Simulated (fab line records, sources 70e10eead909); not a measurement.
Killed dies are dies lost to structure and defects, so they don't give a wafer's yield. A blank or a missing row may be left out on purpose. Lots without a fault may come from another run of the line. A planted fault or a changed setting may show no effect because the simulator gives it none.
Which tool did it? | flow nand_harc | 10 lots, 30 wafers sampled, at 6 steps of a route of 1159

WHAT THE GAUGES READ, wafer by wafer
NHARC_A_CONTACT_INSPECT_10.
lot  | measured     | on                | raw_defect_count
L290 | day 17 05:30 | defect_inspect-01 | 36 20 35
L289 | day 17 06:53 | defect_inspect-01 | 20 22 20
L292 | day 17 11:05 | defect_inspect-02 | 19 19 23
L288 | day 17 12:15 | defect_inspect-01 | 31 22 29
L293 | day 18 20:28 | defect_inspect-01 | 45 38 36
L302 | day 21 04:43 | defect_inspect-02 | 41 799 35
L307 | day 22 01:46 | defect_inspect-02 | 46 68 75
L308 | day 22 04:07 | defect_inspect-01 | 35 47 35
L309 | day 22 18:16 | defect_inspect-02 | 65 67 69
L310 | day 22 23:32 | defect_inspect-02 | 21 20 20

NHARC_END_SORT_01.
lot  | measured     | on        | killed_at_array | killed_at_other | killed_at_periphery | killed_dies | killed_open | killed_short
L290 | day 19 13:25 | prober-02 | 37 20 25        | 0 0 0           | 6 5 2               | 43 25 27    | 6 2 1       | 2 0 2
L289 | day 19 20:52 | prober-01 | 15 23 13        | 3 2 0           | 6 4 5               | 24 29 18    | 4 4 6       | 4 3 0
L292 | day 19 21:56 | prober-02 | 16 15 21        | 0 1 1           | 3 2 0               | 19 18 22    | 1 5 2       | 1 0 1
L288 | day 20 07:05 | prober-01 | 20 18 14        | 0 0 0           | 3 1 0               | 23 19 14    | 3 2 1       | 3 1 1
L293 | day 21 03:22 | prober-02 | 35 26 30        | 2 1 2           | 1 3 2               | 38 30 34    | 3 5 4       | 4 1 3
L302 | day 23 16:30 | prober-01 | 28 76 18        | 0 0 0           | 1 4 1               | 29 80 19    | 4 3 1       | 3 2 1
L307 | day 24 08:15 | prober-01 | 33 42 53        | 1 1 0           | 1 0 0               | 35 43 53    | 3 5 3       | 1 2 1
L308 | day 24 11:28 | prober-02 | 28 43 19        | 1 1 0           | 5 2 4               | 34 46 23    | 4 4 5       | 2 4 1
L309 | day 24 21:17 | prober-01 | 50 53 46        | 0 0 0           | 3 2 2               | 53 55 48    | 6 2 5       | 2 1 3
L310 | day 25 09:22 | prober-02 | 20 26 17        | 3 1 0           | 0 1 2               | 23 28 19    | 0 2 2       | 1 4 3

WHICH TOOL RAN EACH LOT (tool, then ch and the chambers of the sampled wafers, then the start)
lot  | NHARC_A_CONTACT_ETCH_91            | NHARC_A_CONTACT_ETCH_106           | NHARC_A_CONTACT_DEP_85          | NHARC_A_CONTACT_DESCUM_13
L290 | rie_diel-04 ch 0,2,3, day 17 01:17 | rie_diel-04 ch 0,2,3, day 17 01:59 | pecvd-03 ch 0,1,2, day 17 04:40 | rie_diel-04 ch 1,2, day 17 05:34
L289 | rie_diel-01 ch 2,3, day 17 01:59   | rie_diel-01 ch 0,2,3, day 17 02:37 | pecvd-03 ch 0,1, day 17 06:02   | rie_diel-01 ch 0,1,3, day 17 06:56
L292 | rie_diel-01 ch 2,3, day 17 07:48   | rie_diel-01 ch 0,1,2, day 17 08:20 | pecvd-03 ch 0,1,2, day 17 10:14 | rie_diel-01 ch 2,3, day 17 11:10
L288 | rie_diel-01 ch 0,1, day 17 08:47   | rie_diel-01 ch 1,2, day 17 09:26   | pecvd-03 ch 0,1,2, day 17 11:37 | rie_diel-01 ch 0,1,3, day 17 12:20
L293 | rie_diel-03 ch 0,1,2, day 18 17:14 | rie_diel-04 ch 0,3, day 18 17:42   | pecvd-02 ch 1,2, day 18 19:37   | rie_diel-03 ch 1,2, day 18 20:32
L302 | rie_diel-04 ch 0,1,2, day 20 23:40 | rie_diel-01 ch 0,1,2, day 21 00:10 | pecvd-02 ch 0,1,2, day 21 03:59 | rie_diel-01 ch 1,2,3, day 21 04:47
L307 | rie_diel-01 ch 0,1,3, day 21 22:14 | rie_diel-01 ch 0,2,3, day 21 23:01 | pecvd-03 ch 1,2, day 22 01:02   | rie_diel-01 ch 0,1,2, day 22 01:50
L308 | rie_diel-04 ch 0,1,3, day 22 00:52 | rie_diel-01 ch 0,1,3, day 22 01:23 | pecvd-03 ch 0,1,2, day 22 03:24 | rie_diel-03 ch 0,2,3, day 22 04:10
L309 | rie_diel-04 ch 0,1,3, day 22 10:49 | rie_diel-04 ch 1,2, day 22 11:20   | pecvd-03 ch 0,1,2, day 22 17:26 | rie_diel-04 ch 0,1,2, day 22 18:20
L310 | rie_diel-03 ch 2,3, day 22 17:58   | rie_diel-03 ch 1,3, day 22 18:34   | pecvd-04 ch 1,2, day 22 22:41   | rie_diel-01 ch 0,1,3, day 22 23:35
- NHARC_A_CONTACT_ETCH_91: etches the open film in CH3F/O2, target depth 40 nm, time 85.7 s.
- NHARC_A_CONTACT_ETCH_106: etches the open film in CF4/O2, target depth 60 nm, overetch 6 nm, time 33 s.
- NHARC_A_CONTACT_DEP_85: deposits SiON, target thk 50 nm.
- NHARC_A_CONTACT_DESCUM_13: chemistry O2, time 3 s.

WHAT THE TOOLS THEMSELVES READ (means of the sampled wafers that have a number; where no wafer has one, the mark that the record gives instead)
NHARC_A_CONTACT_ETCH_91.
lot  | tool        | drypump_motor_current_A (A) | mfc_ar_sccm (sccm) | o2_flow_sccm (sccm) | oes_product_au (a.u.) | rf_vpp_V (V) | showerhead_plenum_p_Torr (Torr) | throttle_valve_pct (%)
L290 | rie_diel-04 | 5.8                         | 200.4              | 29.99               | 0.93                  | 244.0        | 2.45                            | 20.660
L289 | rie_diel-01 | 5.6                         | 199.4              | 29.94               | 0.92                  | 243.9        | 2.48                            | 20.668
L292 | rie_diel-01 | 5.6                         | 200.1              | 29.91               | 0.92                  | 243.3        | 2.39                            | 20.664
L288 | rie_diel-01 | 5.6                         | 199.9              | 29.94               | 0.97                  | 245.0        | 2.53                            | 20.663
L293 | rie_diel-03 | 6.1                         | 200.2              | 30.01               | 1.00                  | 244.1        | 2.46                            | 20.664
L302 | rie_diel-04 | 5.9                         | 199.9              | 30.06               | 0.93                  | 246.7        | 2.59                            | 20.657
L307 | rie_diel-01 | 5.5                         | 199.7              | 29.91               | 1.00                  | 245.2        | 2.53                            | 20.668
L308 | rie_diel-04 | 6.0                         | 200.1              | 29.93               | 0.93                  | 244.8        | 2.55                            | 20.665
L309 | rie_diel-04 | 6.1                         | 200.1              | 30.06               | 0.93                  | 244.8        | 2.55                            | 20.662
L310 | rie_diel-03 | 6.6                         | 199.7              | 30.07               | 0.93                  | 244.9        | 2.46                            | 20.668

NHARC_A_CONTACT_ETCH_106.
lot  | tool        | drypump_motor_current_A (A) | mfc_ar_sccm (sccm) | o2_flow_sccm (sccm) | oes_o_777_au (a.u.) | oes_product_au (a.u.) | rf_vpp_V (V) | showerhead_plenum_p_Torr (Torr) | throttle_valve_pct (%)
L290 | rie_diel-04 | 5.8                         | 0.006              | 19.91               | 0.999               | 0.993                 | 198.3        | 1.33                            | 13.397
L289 | rie_diel-01 | 5.5                         | 0.009              | 19.97               | 1.000               | 0.994                 | 198.3        | 1.34                            | 13.401
L292 | rie_diel-01 | 5.5                         | 0.009              | 19.94               | 1.000               | 0.995                 | 197.6        | 1.33                            | 13.394
L288 | rie_diel-01 | 5.6                         | 0.017              | 19.89               | 1.002               | 0.991                 | 197.3        | 1.30                            | 13.398
L293 | rie_diel-04 | 5.9                         | 0.008              | 20.01               | 1.005               | 1.000                 | 198.2        | 1.36                            | 13.392
L302 | rie_diel-01 | 5.5                         | 0.009              | 20.02               | 0.999               | 0.997                 | 197.0        | 1.33                            | 13.395
L307 | rie_diel-01 | 5.5                         | 0.009              | 20.02               | 1.001               | 0.995                 | 197.9        | 1.33                            | 13.397
L308 | rie_diel-01 | 5.5                         | 0.000              | 20.02               | 1.003               | 1.007                 | 198.2        | 1.38                            | 13.391
L309 | rie_diel-04 | 6.0                         | 0.000              | 20.02               | 0.997               | 1.008                 | 199.2        | 1.43                            | 13.397
L310 | rie_diel-03 | 6.4                         | 0.035              | 20.02               | 1.000               | 1.008                 | 198.9        | 1.34                            | 13.403

NHARC_A_CONTACT_DEP_85.
lot  | tool     | heater_power_w (W)
L290 | pecvd-03 | 773
L289 | pecvd-03 | 668
L292 | pecvd-03 | 780
L288 | pecvd-03 | 782
L293 | pecvd-02 | 681
L302 | pecvd-02 | 742
L307 | pecvd-03 | 697
L308 | pecvd-03 | 726
L309 | pecvd-03 | 740
L310 | pecvd-04 | 854

NHARC_A_CONTACT_DESCUM_13.
lot  | tool        | drypump_motor_current_A (A) | mfc_ar_sccm (sccm) | o2_flow_sccm (sccm) | oes_product_au (a.u.) | rf_vpp_V (V) | showerhead_plenum_p_Torr (Torr) | throttle_valve_pct (%)
L290 | rie_diel-04 | 5.8                         | 0.000              | 199.8               | 1.000                 | 57.1         | 1.87                            | 11.313
L289 | rie_diel-01 | 5.5                         | 0.000              | 200.5               | 0.987                 | 58.4         | 1.98                            | 11.305
L292 | rie_diel-01 | 5.6                         | 0.009              | 200.3               | 0.998                 | 57.4         | 1.93                            | 11.324
L288 | rie_diel-01 | 5.5                         | 0.000              | 199.8               | 1.004                 | 58.4         | 1.98                            | 11.315
L293 | rie_diel-03 | 6.6                         | 0.006              | 200.3               | 0.999                 | 58.6         | 1.85                            | 11.317
L302 | rie_diel-01 | 5.6                         | 0.009              | 199.5               | 0.985                 | 57.2         | 1.92                            | 11.309
L307 | rie_diel-01 | 5.5                         | 0.009              | 199.7               | 0.998                 | 58.0         | 1.90                            | 11.312
L308 | rie_diel-03 | 6.2                         | 0.015              | 199.9               | 1.017                 | 58.4         | 1.97                            | 11.311
L309 | rie_diel-04 | 5.9                         | 0.002              | 200.4               | 1.002                 | 58.4         | 2.02                            | 11.314
L310 | rie_diel-01 | 5.5                         | 0.000              | 199.5               | 1.001                 | 57.0         | 1.97                            | 11.317

THE ANSWER, worked out from the rows above alone
Rule: what is usual is taken from the lots themselves. Put in order of their means at a reading, lots are off if they are a third of the lots or fewer, leave a main group of 4 or more, and stand apart from it by a gap of 3 or more times the standard deviation of the main group's means; of several such gaps the widest counts. A main group whose means are all the same, to the digits that the tables above print for the reading, isn't used. A lot without any number at a reading at which 4 lots or more have one is off too. The other lots that the step has rows for count as sound. The gauges are gone through in route order, then the tools' own readings, and for those a lot's mean is taken as printed above. The first step at which some lot is off is used, and at that step the reading that is off furthest; a lot without a number counts as furthest.
Off: L302, at NHARC_A_CONTACT_INSPECT_10 (raw_defect_count). The main group: mean 36, standard deviation 17.
A tool fits if, at a process step before that reading, it ran every lot that is off, and no sound lot after the first of them. The gauges at NHARC_A_CONTACT_INSPECT_10 are tried like those tools. One fits: pecvd-02 at NHARC_A_CONTACT_DEP_85. Its last sound lot is L293 (day 18 19:37), its first lot that is off L302 (day 21 03:59): a fault that began between those two fits.

WHAT THE SIMULATOR HAD PUT IN
Chamber particle source: pecvd-02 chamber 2, from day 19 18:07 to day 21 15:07, at NHARC_A_CONTACT_DEP_85. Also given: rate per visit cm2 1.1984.
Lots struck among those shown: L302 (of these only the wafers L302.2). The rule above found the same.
